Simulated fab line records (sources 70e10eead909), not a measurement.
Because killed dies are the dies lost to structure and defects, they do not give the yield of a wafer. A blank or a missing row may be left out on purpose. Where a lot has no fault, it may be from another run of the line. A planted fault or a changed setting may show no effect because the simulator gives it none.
A lot that was struck, set against a sound lot + flow nand-harc + 14 steps out of a route of 1159
Sound: the wafers L446.1, L446.5, L446.6. Wafers L438.1, L438.3, L438.6 were the ones struck. At the end, the cause is stated.
Per side, at each step with rows, come the tool, then ch with its chambers, and then its first start. Under that, the readings that differ: sound wafers + struck wafers + difference of the means + sigmas: that difference in standard deviations of wafers without a fault.
alike: same words and numbers on both sides, and readings whose means sit less than 2 such deviations apart. not compared: any withheld reading, any reading some wafer has no value for, any bound like >300 that may hide the same value, and any number with overlapping values for which the record gives no deviation.
The two part at a step that has a row with sigmas, a row that says differs or no value, or rows on one side only. Numbers that don't overlap but have no deviation are shown without sigmas and don't part them. A reading missing from all wafers of one side parts the sides only when that side holds two or more wafers.

NHARC_THIN_TSV_DEP_43: deposits SiO2, target thk 1328.5 nm.
  sound on pecvd-02 ch 1,2, day 23 20:58; struck on pecvd-02 ch 0,2, day 21 16:55
  alike: throttle-valve-pct
then, 8 steps without rows for these wafers: NHARC_THIN_TSV_DEHYDRATE_04 (time 120 s); NHARC_THIN_TSV_HMDS_05 (time 30 s); NHARC_THIN_TSV_COAT_06; NHARC_THIN_TSV_SOFTBAKE_07 (time 95 s); NHARC_THIN_TSV_EBR_08; NHARC_THIN_TSV_EXPOSE_09 (exposes mask TSV); NHARC_THIN_TSV_PEB_10 (peb time 85 s); NHARC_THIN_TSV_DEVELOP_11 (time 70 s).
NHARC_THIN_TSV_CD_MEAS_12: target cd 1000 nm.
  sound on cd-sem-03 ch 0, day 23 21:41; struck on cd-sem-03 ch 0, day 21 17:41
  alike: cd-nm
then, 1 step without rows for these wafers: NHARC_THIN_TSV_HARDBAKE_13 (time 80 s).
NHARC_THIN_TSV_DESCUM_14: chemistry O2, time 3 s.
  sound on rie-diel-10 ch 0,3, day 23 21:51; struck on rie-diel-02 ch 0,3, day 21 17:51
  alike: drypump-motor-current-A, mfc-ar-sccm, oes-product-au, rf-vpp-V, showerhead-plenum-p-Torr, throttle-valve-pct
  not compared: rf-hours-counter-h
NHARC_THIN_TSV_ETCH_44: etches the open film in CF4/O2, target depth 1594.2 nm, time 797.1 s.
  sound on rie-diel-10 ch 0,1,3, day 23 22:02; struck on rie-diel-02 ch 0,3, day 21 17:56
  no value came back on the struck wafers for any of 8 readings (bias-w (W), cf4-flow-sccm (sccm) and others); on the sound wafers bias-w (W) reads 801.4 801.8 799.3
  not compared: rf-hours-counter-h
NHARC_THIN_TSV_ETCH_15: target depth 3000 nm, bosch target overetch cycles 2, bosch etch step 2.8 s.
  sound on rie-si-02 ch 0,1,2, day 23 22:32; struck on rie-si-04 ch 0,2, day 21 18:30
| reading                     | sound       | struck      | difference | sigmas |
|-----------------------------|-------------|-------------|------------|--------|
| drypump-motor-current-A (A) | 6.1 6.1 5.3 | 4.6 5.4 4.6 | -1.0       | -2     |
  not compared: rf-hours-counter-h

## WHERE THEY PART
Last at NHARC_THIN_TSV_ETCH_15 as far as this record goes, first at NHARC_THIN_TSV_ETCH_44.

WHY: whatever the simulator had introduced
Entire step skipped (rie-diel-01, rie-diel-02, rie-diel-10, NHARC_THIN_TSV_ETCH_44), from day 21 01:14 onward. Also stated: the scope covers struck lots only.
